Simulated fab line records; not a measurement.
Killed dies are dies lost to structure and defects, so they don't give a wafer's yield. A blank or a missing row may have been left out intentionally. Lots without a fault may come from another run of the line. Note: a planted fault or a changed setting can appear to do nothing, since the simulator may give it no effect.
Which of the tools did it?    flow nand_harc    Sampling: 12 lots, 36 wafers, 4 of 1302 route steps

## WHAT THE GAUGES SHOWED, per wafer
The record holds no reading of a measuring or inspecting step that can be judged against a usual standard deviation.

## WHAT TOOL EACH LOT RAN ON (gives the tool, then ch and the chambers of the sampled wafers, and finally the start)
lot   NHARC_A_CONTACT_DEP_85           NHARC_A_CONTACT_ETCH_31             NHARC_A_CONTACT_ETCH_135              NHARC_A_CONTACT_ETCH_98
L842  pecvd-01 ch 0,1, day 22 18:24    rie_diel-08 ch 0,2,3, day 22 20:29  har_cap_etch-03 ch 0,1, day 22 21:12  rie_diel-08 ch 0,3, no start
L841  pecvd-03 ch 1,2, day 22 21:59    rie_diel-04 ch 1,2,3, day 22 23:35  har_cap_etch-02 ch 0,1, day 23 00:27  rie_diel-04 ch 0,1,3, no start
L844  pecvd-01 ch 0,1,2, day 23 19:51  rie_diel-13 ch 0,1,3, day 23 21:14  har_cap_etch-02 ch 0,1, day 23 22:05  rie_diel-13 ch 0,1,3, no start
L846  pecvd-02 ch 0,1,2, day 24 15:29  rie_diel-08 ch 0,1,3, day 24 17:02  har_cap_etch-02 ch 0,1, day 24 17:43  rie_diel-13 ch 0,2,3, day 24 19:41
L845  pecvd-03 ch 0,1, day 24 16:14    rie_diel-13 ch 2,3, day 24 17:51    har_cap_etch-01 ch 0,1, day 24 18:43  rie_diel-13 ch 2,3, day 24 20:52
L847  pecvd-02 ch 0,1, day 25 09:23    rie_diel-13 ch 0,1,3, day 25 11:07  har_cap_etch-02 ch 0,1, day 25 11:56  rie_diel-08 ch 1,2,3, no start
L850  pecvd-01 ch 0,1,2, day 26 11:39  rie_diel-13 ch 0,1,2, day 26 13:14  har_cap_etch-02 ch 0,1, day 26 13:56  rie_diel-13 ch 0,2,3, no start
L858  pecvd-01 ch 0,1, day 30 02:16    rie_diel-08 ch 1,3, day 30 04:02    har_cap_etch-02 ch 0,1, day 30 04:50  rie_diel-08 ch 0,2, no start
L859  pecvd-03 ch 1,2, day 30 07:50    rie_diel-08 ch 2,3, day 30 09:24    har_cap_etch-01 ch 0,1, day 30 10:04  rie_diel-13 ch 0,2,3, no start
L860  pecvd-01 ch 0,1,2, day 30 16:37  rie_diel-13 ch 0,2, day 30 18:07    har_cap_etch-02 ch 0,1, day 30 18:51  rie_diel-13 ch 1,2,3, no start
L862  pecvd-01 ch 0,1, day 31 22:19    rie_diel-13 ch 0,2, day 31 23:46    har_cap_etch-03 ch 0,1, day 32 00:35  rie_diel-13 ch 2,3, no start
L861  pecvd-02 ch 0,1,2, day 31 23:23  rie_diel-13 ch 0,1,3, day 32 00:52  har_cap_etch-02 ch 0,1, day 32 01:38  rie_diel-13 ch 0,1,3, no start
- NHARC_A_CONTACT_DEP_85: deposits SiON, target thk 60 nm.
- NHARC_A_CONTACT_ETCH_31: etches the open film in O2/COS, target depth 2800 nm, time 728 s.
- NHARC_A_CONTACT_ETCH_135: etches the open film in C4F8/O2/Ar, time 311 s, target depth 1912 nm.
- NHARC_A_CONTACT_ETCH_98: etches the open film in C4F6/O2, target depth 20 nm, time 10 s.

## WHAT THE TOOLS THEMSELVES READ (means of the sampled wafers that have a number; where no wafer has one, the mark that the record gives instead)
NHARC_A_CONTACT_DEP_85.
lot   tool      heater_power_outer_w (W)  heater_power_w (W)
L842  pecvd-01  410                       707
L841  pecvd-03  505                       844
L844  pecvd-01  400                       675
L846  pecvd-02  413                       719
L845  pecvd-03  533                       918
L847  pecvd-02  467                       762
L850  pecvd-01  457                       744
L858  pecvd-01  382                       664
L859  pecvd-03  418                       687
L860  pecvd-01  414                       689
L862  pecvd-01  452                       736
L861  pecvd-02  417                       702

NHARC_A_CONTACT_ETCH_31.
lot   tool         chamber_pressure_mTorr (mTorr)  cos_flow_sccm (sccm)  drypump_motor_current_A (A)  oes_product_au (a.u.)  rf_vpp_V (V)  showerhead_plenum_p_Torr (Torr)  throttle_valve_pct (%)
L842  rie_diel-08  20.006                          20.02                 5.9                          1.001                  315.2         3.19                             28.331
L841  rie_diel-04  20.000                          19.97                 5.9                          0.994                  312.5         3.04                             28.327
L844  rie_diel-13  19.996                          20.01                 5.9                          0.995                  315.5         3.17                             28.320
L846  rie_diel-08  20.012                          19.97                 6.0                          0.994                  317.2         3.26                             28.335
L845  rie_diel-13  19.993                          20.01                 5.2                          0.986                  315.5         3.19                             28.333
L847  rie_diel-13  20.002                          20.02                 5.8                          1.002                  315.4         3.17                             28.333
L850  rie_diel-13  20.009                          19.99                 5.7                          1.001                  314.3         3.09                             28.330
L858  rie_diel-08  18.069                          19.94                 5.9                          0.996                  316.2         3.29                             28.325
L859  rie_diel-08  18.092                          20.06                 5.7                          0.996                  314.5         3.16                             28.327
L860  rie_diel-13  19.990                          20.00                 5.3                          1.017                  313.8         3.07                             28.323
L862  rie_diel-13  19.980                          20.05                 5.3                          1.011                  312.7         3.07                             28.324
L861  rie_diel-13  19.997                          20.03                 5.8                          0.997                  315.1         3.16                             28.330

NHARC_A_CONTACT_ETCH_135.
lot   tool             chamber_pressure_mTorr (mTorr)
L842  har_cap_etch-03  20.011
L841  har_cap_etch-02  20.028
L844  har_cap_etch-02  20.014
L846  har_cap_etch-02  20.001
L845  har_cap_etch-01  20.000
L847  har_cap_etch-02  19.998
L850  har_cap_etch-02  20.014
L858  har_cap_etch-02  20.000
L859  har_cap_etch-01  20.005
L860  har_cap_etch-02  19.984
L862  har_cap_etch-03  19.992
L861  har_cap_etch-02  19.999

NHARC_A_CONTACT_ETCH_98.
lot   tool         chamber_pressure_mTorr (mTorr)  drypump_motor_current_A (A)  oes_product_au (a.u.)  rf_vpp_V (V)  showerhead_plenum_p_Torr (Torr)  throttle_valve_pct (%)
L842  rie_diel-08  29.993                          5.9                          0.954                  549.8         4.10                             26.898
L841  rie_diel-04  29.994                          6.1                          0.941                  548.6         3.99                             26.907
L844  rie_diel-13  30.009                          5.8                          0.952                  547.7         3.98                             26.908
L846  rie_diel-13  29.963                          5.4                          1.000                  547.0         3.96                             26.908
L845  rie_diel-13  30.005                          5.2                          0.944                  547.9         4.00                             26.900
L847  rie_diel-08  29.979                          5.8                          0.990                  550.2         4.07                             26.902
L850  rie_diel-13  30.010                          5.4                          0.946                  547.2         3.95                             26.897
L858  rie_diel-08  30.016                          6.0                          0.936                  546.2         3.90                             26.906
L859  rie_diel-13  29.984                          5.5                          1.001                  547.5         3.95                             26.897
L860  rie_diel-13  29.971                          5.5                          0.957                  547.1         3.93                             26.905
L862  rie_diel-13  29.987                          5.0                          0.946                  546.1         3.90                             26.902
L861  rie_diel-13  30.008                          5.9                          0.961                  547.6         3.97                             26.906

## THE ANSWER, worked out from the rows above alone
Rule: what is usual is taken from the lots themselves. The widest of any qualifying gaps counts: lots, ordered by their means at a reading, are off when they make up no more than a third of the lots, leave a main group of 4 or more, and stand apart from it by 3 or more times the standard deviation of that group's means. A main group whose means are all the same, to the digits that the tables above print for the reading, isn't used. Also off: a lot with no number at a reading for which 4 or more lots have one. All remaining lots with rows at the step are treated as sound. Order of review: gauges by route order, followed by the tools' own readings, for which a lot's mean as printed above is used. At the first step where some lot is off, the reading lying furthest off is the one used; lots without a number count as furthest.
Off: L858, L859 (NHARC_A_CONTACT_ETCH_31, chamber_pressure_mTorr). The main group: mean 19.998 mTorr, standard deviation 0.009.
If a tool, at that step or one of the process steps before it, ran each lot that is off and ran no sound lot following the first of them, it fits. One candidate fits, namely rie_diel-08 at NHARC_A_CONTACT_ETCH_31. A fault onset in the window from L846 (day 24 17:02, its last sound lot) to L858 (day 30 04:02, its first lot off) fits.
The tool's own readings at NHARC_A_CONTACT_ETCH_31 bear it out: on the lots that are off they differ by more than 5 times the standard deviation of the sound lots' means. chamber_pressure_mTorr reads 18.081 mTorr there against 19.998 mTorr on the sound lots.

## WHAT THE SIMULATOR HAD INSERTED
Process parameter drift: rie_diel-08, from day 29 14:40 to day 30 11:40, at NHARC_A_CONTACT_ETCH_31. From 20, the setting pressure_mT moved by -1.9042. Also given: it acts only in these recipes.
Shown lots that were struck: L858, L859. The rule above found the same.
